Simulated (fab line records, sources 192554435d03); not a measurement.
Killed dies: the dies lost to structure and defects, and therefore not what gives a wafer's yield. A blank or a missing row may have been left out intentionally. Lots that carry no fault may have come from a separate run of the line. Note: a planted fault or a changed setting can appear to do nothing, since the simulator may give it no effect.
fab line records	flow n5-finfet
record: lots: 7	wafers: 21	last-day: 18
route steps=1938 shown WELL_APT@27
lots that met no fault: taken from a fault-free run of the same line
start-h: hours from the record's first day to the start of the lot's first wafer shown	wait-h: how many hours have passed since the lot's step before this one	" repeats the value in the row above	L1.1+2: one row covering several wafers at once	- no value, or no start was given	* or withheld: withheld	< > ~ a bound
route shown NAME@n: a module of which the file shows steps, and the number in the route of the first	usual: mean/standard deviation taken from wafers without a fault	same: alike in all rows	chamber/n: place in a boat	sites: the reading at each site	_std_site: the standard deviation of these	_edge_site: the outer-site mean with the inner-site mean subtracted	radius-mm: for every site, how far away it sits from the centre of the wafer	mask NAME#n: copy n	behind: the most recent tool/chamber to have shaped the wafer	hold: cause of the lot's hold/its duration in hours/its outcome	device: the transistor (n, p or np) that didn't switch	end of line: tests run on the same wafers once the route is complete	where a step has no rows: the recipe by itself	killed: at the first sort, the dies lost to defects and structure; wafer yield is something else	map: a wafer's dies, x killed, . not, _ none there
set.NAME: the setting that was run; set.NAME@STEP: the one run at that earlier step	model.NAME: the simulator's own value behind a step, which no gauge read
a table for each step, a row for each wafer; lots at some steps of the route
services: the hour from which a tool's chamber was out of use, counted from the record's first day as start-h (under 0 if before that day), plus the number of hours and why
== steps ==
step: N5_WELL_APT_HARDBAKE_12
recipe: temp-c: 130	time-s: 120
step: N5_WELL_APT_CD_MEAS_08
recipe: target-cd-nm: 200	landing-energy-ev: 500	detector: se-inlens
usual: cd-nm: 199.6/1.2
lot.wafer	tool	chamber	start-h	wait-h	cd-nm
L328.1	cd-sem-01	0	31.89	-	201.7
L328.3	"	0	"	"	201.5
L328.5	"	0	"	"	200.6
L331.1	cd-sem-02	0	49.70	-	198.7
L331.2	"	0	"	"	199.8
L331.4	"	0	"	"	198.4
L335.1	cd-sem-01	0	73.80	-	200.2
L335.3	"	0	"	"	200.7
L335.5	"	0	"	"	198.4
L336.2	cd-sem-02	0	79.68	-	198.3
L336.3	"	0	"	"	199.2
L336.6	"	0	"	"	198.6
L337.2	cd-sem-01	0	86.03	-	198.7
L337.5	"	0	"	"	197.7
L337.6	"	0	"	"	199.6
L344.1	cd-sem-01	0	128.13	-	199.7
L344.3	"	0	"	"	197.5
L344.5	"	0	"	"	198.7
L346.1	cd-sem-02	0	139.81	-	199.4
L346.3	"	0	"	"	198.8
L346.4	"	0	"	"	200.0
step: N5_WELL_APT_OVL_MEAS_09
recipe: points-per-wafer: 44
usual: NWELL_OVL: 1/6.1
lot.wafer	tool	chamber	start-h	wait-h	NWELL_OVL[nm]
L328.1	overlay-01	0	31.92	0.0	-6
L328.3	"	0	"	"	-3
L328.5	"	0	"	"	-3
L331.1	overlay-01	0	49.73	0.0	-1
L331.2	"	0	"	"	9
L331.4	"	0	"	"	2
L335.1	overlay-02	0	73.83	0.0	2
L335.3	"	0	"	"	4
L335.5	"	0	"	"	2
L336.2	overlay-01	0	79.71	0.0	-7
L336.3	"	0	"	"	-6
L336.6	"	0	"	"	-5
L337.2	overlay-01	0	86.06	0.0	4
L337.5	"	0	"	"	-8
L337.6	"	0	"	"	-1
L344.1	overlay-01	0	128.16	0.0	-2
L344.3	"	0	"	"	4
L344.5	"	0	"	"	1
L346.1	overlay-01	0	139.84	0.0	1
L346.3	"	0	"	"	-6
L346.4	"	0	"	"	-11
step: N5_WELL_APT_INSPECT_10
recipe: mode: adi	inspect-instrument: macro
usual: raw-defect-count: 1.9/1.4
lot.wafer	tool	chamber	start-h	wait-h	raw-defect-count
L328.1	defect-inspect-01	-	31.94	0.0	1
L328.3	"	-	"	"	1
L328.5	"	-	"	"	1
L331.1	defect-inspect-01	-	49.75	0.0	3
L331.2	"	-	"	"	5
L331.4	"	-	"	"	3
L335.1	defect-inspect-01	-	73.85	0.0	1
L335.3	"	-	"	"	1
L335.5	"	-	"	"	2
L336.2	defect-inspect-02	-	79.74	0.0	0
L336.3	"	-	"	"	4
L336.6	"	-	"	"	1
L337.2	defect-inspect-01	-	86.08	0.0	1
L337.5	"	-	"	"	0
L337.6	"	-	"	"	2
L344.1	defect-inspect-01	-	128.18	0.0	1
L344.3	"	-	"	"	3
L344.5	"	-	"	"	1
L346.1	defect-inspect-02	-	139.86	0.0	0
L346.3	"	-	"	"	2
L346.4	"	-	"	"	2
step: N5_WELL_APT_DESCUM_13
recipe: chemistry: O2	time-s: 7.9	source-power-w: 50	bias-power-w: 20	pressure-mtorr: 20	rf-frequency-hz: 2.712e+07	temp-c: 40	o2-flow-sccm: 225
usual: drypump-motor-current-A: 5.9/0.51	o2-flow-sccm: 225.1/0.64	oes-product-au: 0.79/0.084	rf-vpp-V: 243.9/1.5	showerhead-plenum-p-Torr: 2.14/0.074	throttle-valve-pct: 20.42/0.19
same: time-s: 7.9
lot.wafer	tool	chamber	start-h	wait-h	drypump-motor-current-A	o2-flow-sccm	oes-product-au	rf-hours-counter-h	rf-vpp-V	showerhead-plenum-p-Torr	throttle-valve-pct
L328.1	rie-diel-02	3	32.00	0.1	5.8	224.7	0.90	43	245.1	2.21	20.47
L328.3	"	2	"	"	6.1	225.0	0.74	196	242.8	1.99	20.67
L328.5	"	0	"	"	6.2	226.1	0.77	-	245.0	2.18	20.32
L331.1	rie-diel-03	0	49.83	0.1	6.4	225.1	0.72	213	244.2	2.16	20.44
L331.2	"	3	"	"	6.1	223.7	0.81	102	242.4	2.11	20.42
L331.4	"	0	"	"	6.4	224.4	0.71	-	244.7	2.16	20.43
L335.1	rie-diel-02	1	73.89	0.0	5.0	224.7	0.98	2	241.2	2.06	20.28
L335.3	"	2	"	"	6.0	225.0	0.72	216	240.9	1.98	20.70
L335.5	"	0	"	"	6.2	224.1	0.75	-	244.3	2.18	20.35
L336.2	rie-diel-02	2	79.77	0.0	6.0	225.1	0.72	217	242.8	1.98	20.70
L336.3	"	1	"	"	5.0	225.3	0.97	3	243.0	2.06	20.29
L336.6	"	2	"	"	6.0	224.6	0.72	-	239.2	1.98	20.70
L337.2	rie-diel-05	3	86.12	0.0	6.4	225.0	0.75	156	244.4	2.18	20.54
L337.5	"	2	"	"	5.9	225.8	0.72	-	245.3	2.18	20.24
L337.6	"	1	"	"	4.9	224.8	0.95	-	243.9	2.07	20.25
L344.1	rie-diel-03	0	128.21	0.0	6.4	224.9	0.69	247	242.9	2.15	20.49
L344.3	"	2	"	"	5.8	224.8	0.93	9	244.5	2.23	20.55
L344.5	"	1	"	"	6.7	225.1	0.75	-	245.2	2.18	20.07
L346.1	rie-diel-03	2	139.89	0.0	5.8	225.8	0.92	13	245.5	2.23	20.53
L346.3	"	1	"	"	6.7	224.8	0.74	159	245.0	2.17	20.08
L346.4	"	3	"	"	6.1	224.3	0.78	-	243.8	2.10	20.47
step: N5_WELL_APT_IMPLANT_14
recipe: species: P	energy-kev: 160	dose-cm2: 1.5e+13	tilt-deg: 0	rotation-deg: 0
step: N5_WELL_APT_IMPLANT_15
recipe: species: As	energy-kev: 25	dose-cm2: 1.5e+13	tilt-deg: 0	rotation-deg: 0
step: N5_WELL_APT_STRIP_16
recipe: chemistry: SPM	time-s: 900	temp-c: 130	h2so4-h2o2-vol-ratio: 4	dry: ipa-marangoni
step: N5_WELL_APT_HMDS_18
recipe: time-s: 60	temp-c: 120
step: N5_WELL_APT_COAT_19
recipe: spin-rpm: 1357	resist-thk-nm: 950
step: N5_WELL_APT_EBR_21
recipe: solvent: PGMEA	ebr-width-mm: 1.5
step: N5_WELL_APT_SOFTBAKE_20
recipe: temp-c: 130	time-s: 60
step: N5_WELL_APT_EXPOSE_22
recipe: mask-id: PWELL	na: 0.8	source-shape: conventional	sigma-outer: 0.8	polarization: unpolarized	defocus-nm: 0	target-cd-nm: 200	dose-mj: 23.2
usual: exposure-dose-mJ-cm2: 23.195/0.024	reticle-temp-C: 23.02/0.11
same: na: 0.8	sigma-outer: 0.8
lot.wafer	tool	chamber	start-h	wait-h	mask	exposure-dose-mJ-cm2	reticle-temp-C
L328.1	krf-scanner-01	0	32.86	-	PWELL#0	23.192	22.97
L328.3	"	0	"	"	PWELL#0	23.161	22.99
L328.5	"	0	"	"	PWELL#0	23.197	22.91
L331.1	krf-scanner-01	0	50.70	-	PWELL#0	23.225	23.01
L331.2	"	0	"	"	PWELL#0	23.200	23.15
L331.4	"	0	"	"	PWELL#0	23.222	23.04
L335.1	krf-scanner-01	0	74.88	-	PWELL#0	24.841	23.01
L335.3	"	0	"	"	PWELL#0	24.818	23.04
L335.5	"	0	"	"	PWELL#0	24.803	22.97
L336.2	krf-scanner-01	0	80.64	-	PWELL#0	24.477	22.80
L336.3	"	0	"	"	PWELL#0	24.466	22.64
L336.6	"	0	"	"	PWELL#0	24.514	22.93
L337.2	krf-scanner-01	0	86.99	-	PWELL#0	24.159	23.00
L337.5	"	0	"	"	PWELL#0	24.200	23.14
L337.6	"	0	"	"	PWELL#0	24.183	22.96
L344.1	krf-scanner-02	0	129.45	-	PWELL#0	23.214	23.03
L344.3	"	0	"	"	PWELL#0	23.204	23.02
L344.5	"	0	"	"	PWELL#0	23.210	23.02
L346.1	krf-scanner-02	0	140.88	-	PWELL#0	23.191	22.93
L346.3	"	0	"	"	PWELL#0	23.162	22.99
L346.4	"	0	"	"	PWELL#0	23.149	22.87
step: N5_WELL_APT_PEB_23
recipe: peb-temp-c: 130	peb-time-s: 90
step: N5_WELL_APT_DEVELOP_24
recipe: develop-time-s: 45	rinse-liquid: surfactant-rinse	dry: air-spin	dev-temp-c: 21
step: N5_WELL_APT_HARDBAKE_29
recipe: temp-c: 130	time-s: 120
step: N5_WELL_APT_CD_MEAS_25
recipe: target-cd-nm: 200	landing-energy-ev: 500	detector: se-inlens
usual: cd-nm: 199.7/1.7
lot.wafer	tool	chamber	start-h	wait-h	cd-nm
L328.1	cd-sem-03	0	33.03	-	200.0
L328.3	"	0	"	"	201.9
L328.5	"	0	"	"	200.3
L331.1	cd-sem-02	0	50.87	-	200.8
L331.2	"	0	"	"	199.8
L331.4	"	0	"	"	200.1
L335.1	cd-sem-02	0	75.05	-	211.6
L335.3	"	0	"	"	211.7
L335.5	"	0	"	"	211.3
L336.2	cd-sem-03	0	80.81	-	210.9
L336.3	"	0	"	"	210.6
L336.6	"	0	"	"	208.8
L337.2	cd-sem-03	0	87.15	-	207.9
L337.5	"	0	"	"	204.7
L337.6	"	0	"	"	207.5
L344.1	cd-sem-02	0	129.62	-	201.0
L344.3	"	0	"	"	201.1
L344.5	"	0	"	"	202.0
L346.1	cd-sem-03	0	141.05	-	194.7
L346.3	"	0	"	"	195.9
L346.4	"	0	"	"	194.7
step: N5_WELL_APT_OVL_MEAS_26
recipe: points-per-wafer: 44
usual: PWELL_OVL: 5/4.9
lot.wafer	tool	chamber	start-h	wait-h	PWELL_OVL[nm]
L328.1	overlay-01	0	33.06	0.0	16
L328.3	"	0	"	"	16
L328.5	"	0	"	"	8
L331.1	overlay-02	0	50.90	0.0	1
L331.2	"	0	"	"	3
L331.4	"	0	"	"	6
L335.1	overlay-02	0	75.08	0.0	6
L335.3	"	0	"	"	1
L335.5	"	0	"	"	5
L336.2	overlay-01	0	80.84	0.0	13
L336.3	"	0	"	"	11
L336.6	"	0	"	"	6
L337.2	overlay-01	0	87.18	0.0	11
L337.5	"	0	"	"	8
L337.6	"	0	"	"	0
L344.1	overlay-01	0	129.65	0.0	5
L344.3	"	0	"	"	3
L344.5	"	0	"	"	-2
L346.1	overlay-02	0	141.08	0.0	3
L346.3	"	0	"	"	-1
L346.4	"	0	"	"	0
step: N5_WELL_APT_INSPECT_27
recipe: mode: adi	inspect-instrument: macro
usual: raw-defect-count: 2.0/1.3
lot.wafer	tool	chamber	start-h	wait-h	raw-defect-count
L328.1	defect-inspect-02	-	33.08	0.0	3
L328.3	"	-	"	"	5
L328.5	"	-	"	"	4
L331.1	defect-inspect-01	-	50.92	0.0	1
L331.2	"	-	"	"	2
L331.4	"	-	"	"	0
L335.1	defect-inspect-02	-	75.11	0.0	1
L335.3	"	-	"	"	2
L335.5	"	-	"	"	3
L336.2	defect-inspect-01	-	80.86	0.0	2
L336.3	"	-	"	"	1
L336.6	"	-	"	"	0
L337.2	defect-inspect-01	-	87.21	0.0	5
L337.5	"	-	"	"	1
L337.6	"	-	"	"	0
L344.1	defect-inspect-01	-	129.67	0.0	6
L344.3	"	-	"	"	2
L344.5	"	-	"	"	3
L346.1	defect-inspect-02	-	141.10	0.0	2
L346.3	"	-	"	"	1
L346.4	"	-	"	"	1
step: N5_WELL_APT_DESCUM_30
recipe: chemistry: O2	time-s: 7.9	source-power-w: 50	bias-power-w: 20	pressure-mtorr: 20	rf-frequency-hz: 2.712e+07	temp-c: 40	o2-flow-sccm: 225
usual: drypump-motor-current-A: 5.9/0.45	o2-flow-sccm: 225.0/0.67	oes-product-au: 0.79/0.078	rf-vpp-V: 243.8/1.6	showerhead-plenum-p-Torr: 2.14/0.079	throttle-valve-pct: 20.45/0.18
same: time-s: 7.9
lot.wafer	tool	chamber	start-h	wait-h	drypump-motor-current-A	o2-flow-sccm	oes-product-au	rf-hours-counter-h	rf-vpp-V	showerhead-plenum-p-Torr	throttle-valve-pct	model.WELL_APT.cd-nm
L328.1	rie-diel-05	3	33.28	0.2	6.4	224.7	0.77	131	246.2	2.19	20.51	200.2
L328.3	"	0	"	"	5.7	225.5	0.80	69	243.6	2.21	20.43	201.7
L328.5	"	3	"	"	6.4	224.3	0.77	-	245.2	2.19	20.52	200.6
L331.1	rie-diel-02	3	50.96	0.0	5.8	224.6	0.88	53	244.8	2.21	20.48	200.8
L331.2	"	2	"	"	6.0	225.1	0.73	206	240.2	1.98	20.68	199.8
L331.4	"	2	"	"	6.0	225.2	0.72	-	241.8	1.98	20.69	200
L335.1	rie-diel-02	1	75.14	0.0	5.0	225.0	0.97	3	241.4	2.06	20.26	211.5
L335.3	"	2	"	"	6.1	224.8	0.72	216	240.9	1.98	20.69	211.4
L335.5	"	1	"	"	5.0	225.2	0.98	-	242.8	2.06	20.28	211.5
L336.2	rie-diel-05	2	81.29	0.4	5.9	226.0	0.72	194	244.2	2.18	20.24	211.2
L336.3	"	1	"	"	4.9	225.7	0.95	12	242.0	2.07	20.26	210.7
L336.6	"	3	"	"	6.4	224.1	0.75	-	244.0	2.18	20.54	209
L337.2	rie-diel-02	3	87.24	0.0	5.8	224.2	0.86	66	243.5	2.21	20.50	207.7
L337.5	"	3	"	"	5.8	224.8	0.86	-	245.6	2.20	20.50	204.6
L337.6	"	2	"	"	6.0	225.0	0.72	-	241.9	1.98	20.70	207.3
L344.1	rie-diel-02	3	129.94	0.3	5.8	225.8	0.85	78	245.9	2.20	20.51	201.1
L344.3	"	0	"	"	6.2	226.0	0.75	166	244.6	2.17	20.39	201.2
L344.5	"	0	"	"	6.2	225.4	0.74	-	246.5	2.17	20.39	202.1
L346.1	rie-diel-05	2	141.71	0.6	5.9	226.4	0.71	213	244.5	2.17	20.24	195
L346.3	"	1	"	"	4.9	223.7	0.89	33	240.3	2.06	20.29	195.9
L346.4	"	0	"	"	5.7	225.2	0.75	115	244.3	2.19	20.49	194.6
step: N5_WELL_APT_IMPLANT_31
recipe: species: B	energy-kev: 60	dose-cm2: 1.5e+13	tilt-deg: 0	rotation-deg: 0
== services ==
tool	chamber	start-h	hours	kind
krf-scanner-01	-	13.50	1.9	repair
rie-diel-03	0	22.63	6.3	repair
rie-diel-05	1	29.22	-	clean
rie-diel-05	1	29.22	-	consumable-replace:focus-ring
rie-diel-05	1	29.22	22.6	scheduled-down
rie-diel-05	1	29.22	22.6	vent-cycle
rie-diel-03	-	31.94	14.6	pm
krf-scanner-02	-	36.91	0.8	pm
krf-scanner-02	-	41.56	0.2	repair
krf-scanner-02	-	42.29	1.0	pm
rie-diel-03	1	48.64	15.8	repair
rie-diel-02	1	49.54	-	clean
rie-diel-02	1	49.54	-	consumable-replace:focus-ring
rie-diel-02	1	49.54	16.0	scheduled-down
rie-diel-02	1	49.54	16.0	vent-cycle
krf-scanner-01	0	67.51	-	calibration
rie-diel-03	2	82.90	-	clean
rie-diel-03	2	82.90	-	consumable-replace:focus-ring
krf-scanner-02	-	88.93	1.3	pm
rie-diel-03	-	99.11	2.8	pm
krf-scanner-01	-	118.41	1.0	pm
rie-diel-02	3	127.94	2.0	repair
krf-scanner-01	-	128.43	0.8	pm
krf-scanner-01	-	133.47	1.3	pm
== key ==
first-sign: step: N5_WELL_APT_EXPOSE_22	reading: exposure-dose-mJ-cm2	direction: up	sigmas: 53	usual: 23.195	struck: 24.496
effect: step: N5_WELL_APT_CD_MEAS_25	reading: cd-nm	direction: up	sigmas: 5.9	usual: 199.7	struck: 209.4	through: control-loop
model-effect: step: N5_WELL_APT_DESCUM_30	value: WELL_APT.cd-nm	without: 199.2	struck: 209.4
met-at N5_WELL_APT_EXPOSE_22
struck-wafers L335.1,L335.3,L335.5,L336.2,L336.3,L336.6,L337.2,L337.5,L337.6
rows-end L335.1,L335.3,L335.5,L336.2,L336.3,L336.6,L337.2,L337.5,L337.6
loop-trim: step: N5_WELL_APT_EXPOSE_22	setting: dose	lots: L336,L337
onset-between 50.70 74.88
fault: kind: process-parameter-drift	tool: krf-scanner-01	chamber: -	onset-h: 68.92	steps: N5_WELL_APT_EXPOSE_22	channel: dose-mj	offset: 1.5834	shape: step	acts-in: these-recipes-only	stated: 23.2
rows-end: these wafers met a further fault down the route, and their rows from its step on are left out
loop-trim: a control loop set the setting to another value than it would have without faults
